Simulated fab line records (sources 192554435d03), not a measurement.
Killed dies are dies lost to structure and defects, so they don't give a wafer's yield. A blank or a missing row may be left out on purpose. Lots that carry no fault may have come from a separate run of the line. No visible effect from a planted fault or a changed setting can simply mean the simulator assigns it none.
The same fault as seen by 2 desks | flow n5Finfet | numbers are kept per desk, each desk with only its own; the story behind them comes last

THE TOOL OWNER'S DESK: pecvd-01
The tool's own readings at N5_BEOL_M1_ILD_DEP_00 (deposits SiOC from DEMS/O2, target thk 79 nm, time 15.3 s): means of the sampled wafers that have a number, for each lot that ran on this tool. The brackets show how far a lot's mean lies from the usual mean; more than 4 standard deviations puts the lot out of limits, marked OUT.
Columns: A = heaterPowerW at N5_BEOL_M1_ILD_DEP_00, usual 464 W; B = showerheadPlenumPTorr at N5_BEOL_M1_ILD_DEP_00, usual 5.696 Torr; C = susceptorTempC at N5_BEOL_M1_ILD_DEP_00, usual 350.01 C; D = throttleValvePct at N5_BEOL_M1_ILD_DEP_00, usual 11.9 %
lot  | first seen here | A   | B     | C      | D
L636 | day 5 18:11     | 435 | 5.687 | 349.84 | 11.8
L642 | day 7 11:03     | 443 | 5.700 | 349.77 | 11.8
L645 | day 8 08:08     | 436 | 5.700 | 350.06 | 12.2
L647 | day 9 01:11     | 457 | 5.706 | 350.26 | 11.3
L655 | day 10 20:06    | 439 | 5.712 | 350.02 | 11.1
L656 | day 11 07:21    | 390 | 5.709 | 349.91 | 11.6
Result from this desk: across the 6 lots, nothing is out of limits.

THE METROLOGY DESK
Lot by lot, what the gauges showed, no matter which tool ran the lot: averages of those sampled wafers that carry a number. The brackets show how far a lot's mean lies from the usual mean; more than 4 standard deviations puts the lot out of limits, marked OUT. 7 of its 12 readings are shown: the first one out of limits and those lying furthest out on some lot.
Columns: A = M1_ILD_THK at N5_BEOL_M1_THK_MEAS_01, usual 79.3 nm; B = DIBL_P at N5_BEOL_M4_RC_MEAS_101, usual 35.8 mV/V; C = IOFF_N at N5_BEOL_M4_RC_MEAS_101, usual 0.157 nA/um; D = IOFF_P at N5_BEOL_M4_RC_MEAS_101, usual 0.21 nA/um; E = ION_P at N5_BEOL_M4_RC_MEAS_101, usual 465 uA/um; F = VT_N at N5_BEOL_M4_RC_MEAS_101, usual 249 mV; G = VT_P at N5_BEOL_M4_RC_MEAS_101, usual -250 mV
lot  | first seen here | A              | B    | C     | D    | E   | F   | G
L636 | day 5 18:14     | 78.8           | 36.3 | 0.179 | 0.22 | 465 | 246 | -249
L638 | day 6 08:14     | 77.9           | 35.5 | 0.178 | 0.22 | 464 | 248 | -249
L642 | day 7 11:07     | 78.8           | 34.6 | 0.137 | 0.17 | 452 | 250 | -253
L645 | day 8 08:13     | 80.5           | 32.4 | 0.112 | 0.14 | 451 | 256 | -258
L647 | day 9 01:16     | 79.6           | 36.3 | 0.159 | 0.21 | 472 | 247 | -249
L655 | day 10 20:10    | 64.6 (-15) OUT | 34.7 | 0.133 | 0.21 | 476 | 253 | -249
L656 | day 11 07:25    | 63.8 (-16) OUT | 34.8 | 0.145 | 0.21 | 467 | 251 | -248
L658 | day 11 15:55    | 79.9           | 38.1 | 0.194 | 0.24 | 473 | 245 | -248
L659 | day 12 00:53    | 78.9           | 37.9 | 0.178 | 0.24 | 473 | 248 | -249
This desk reports L655, L656 out of limits; the earliest was L655 at day 10 20:10 (M1_ILD_THK at N5_BEOL_M1_THK_MEAS_01). L636, L638, L642, L645, L647, L658, L659 stayed within limits.

ALL TOGETHER
L655, L656 would have let the metrology desk raise an alarm at day 10 20:10.
Nothing out of limits was seen by the tool owner's desk.
Tool owner's desk: L655, L656 on record, inside its limits.
Of the lots named, all ran N5_BEOL_M1_ILD_DEP_00 on pecvd-01.

WHAT WAS PUT IN BY THE SIMULATOR
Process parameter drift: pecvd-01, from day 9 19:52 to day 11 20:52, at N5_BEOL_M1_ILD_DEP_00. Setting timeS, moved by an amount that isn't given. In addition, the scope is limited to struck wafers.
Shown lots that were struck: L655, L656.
Delay in hours, fault start to first out-of-limits reading, per desk: metrology desk 24.
